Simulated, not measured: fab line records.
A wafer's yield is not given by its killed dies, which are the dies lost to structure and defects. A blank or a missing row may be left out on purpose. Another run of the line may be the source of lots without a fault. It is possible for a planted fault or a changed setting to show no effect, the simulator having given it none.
A struck lot beside a sound one	flow nand harc	16 steps out of a route of 1302
Sound: wafers L616.1, L616.3, L616.5. Wafers L626.1, L626.2, L626.5 were the ones struck. The cause is named last.
At each step with rows: each side's tool, then ch and its chambers, then its first start. Under that, the readings that differ: sound wafers	struck wafers	difference of the means	sigmas: that difference in standard deviations of wafers without a fault.
alike: readings with means less than 2 such deviations apart, plus words and numbers identical on both sides. not compared: withheld readings, readings lacking a value on some wafer, bounds such as >300 that could conceal the same value, and numbers that have no deviation in the record and whose values overlap.
The two part at a step that has a row with sigmas, a row that says differs or no value, or rows on one side only. Non-overlapping numbers with no deviation appear without sigmas and do not part them. Lack of a reading on every wafer of one side parts them only where that side has two or more wafers.

NHARC_P_START_INSPECT_01:
  sound on defect inspect-01, day 2 06:02; struck on defect inspect-02, day 6 10:02
  alike: raw defect count
then, 9 steps without rows for these wafers: NHARC_P_ZERO_WELL_PRECLEAN_00 (cleans in SPM, time 600 s); NHARC_P_ZERO_WELL_SRD_01; NHARC_P_ZERO_WELL_PECVD_02 (deposits SiO2, target thk 10 nm); NHARC_P_ZERO_WELL_DEHYDRATE_03 (time 120 s); NHARC_P_ZERO_WELL_HMDS_04 (time 30 s); NHARC_P_ZERO_WELL_COAT_64 (time 65 s); NHARC_P_ZERO_WELL_COAT_05 (resist thk 600 nm); NHARC_P_ZERO_WELL_SOFTBAKE_06 (time 70 s); NHARC_P_ZERO_WELL_EBR_07.
NHARC_P_ZERO_WELL_EXPOSE_08: exposes mask P ZERO, target cd 500 nm.
  sound on krf scanner-04 ch 0, day 2 07:05; struck on krf scanner-04 ch 0, day 6 10:58
reading	sound	struck	difference	sigmas
exposure dose mJ cm2	33.84 33.81 33.83	32.01 32.00 31.97	-1.83	-59
  alike: mask, stage vel mm s
then, 2 steps without rows for these wafers: NHARC_P_ZERO_WELL_PEB_09 (peb time 80 s); NHARC_P_ZERO_WELL_DEVELOP_10 (time 50 s).
NHARC_P_ZERO_WELL_CD_MEAS_11: target cd 500 nm.
  sound on cd sem-02 ch 0, day 2 07:14; struck on cd sem-03 ch 0, day 6 11:07
reading	sound	struck	difference	sigmas
cd nm (nm)	498.4 494.7 498.7	488.1 490.9 489.7	-7.7	-4
then, 2 steps without rows for these wafers: NHARC_P_ZERO_WELL_HARDBAKE_12 (time 65 s); NHARC_END_SORT_01.

== WHERE THEY PART ==
Earliest at NHARC_P_ZERO_WELL_EXPOSE_08; latest, in this record, at NHARC_P_ZERO_WELL_CD_MEAS_11.

WHY: what the simulator had put in
Process parameter drift: krf scanner-04, from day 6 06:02 on, at NHARC_P_ZERO_WELL_EXPOSE_08. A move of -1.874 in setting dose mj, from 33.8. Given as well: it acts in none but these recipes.
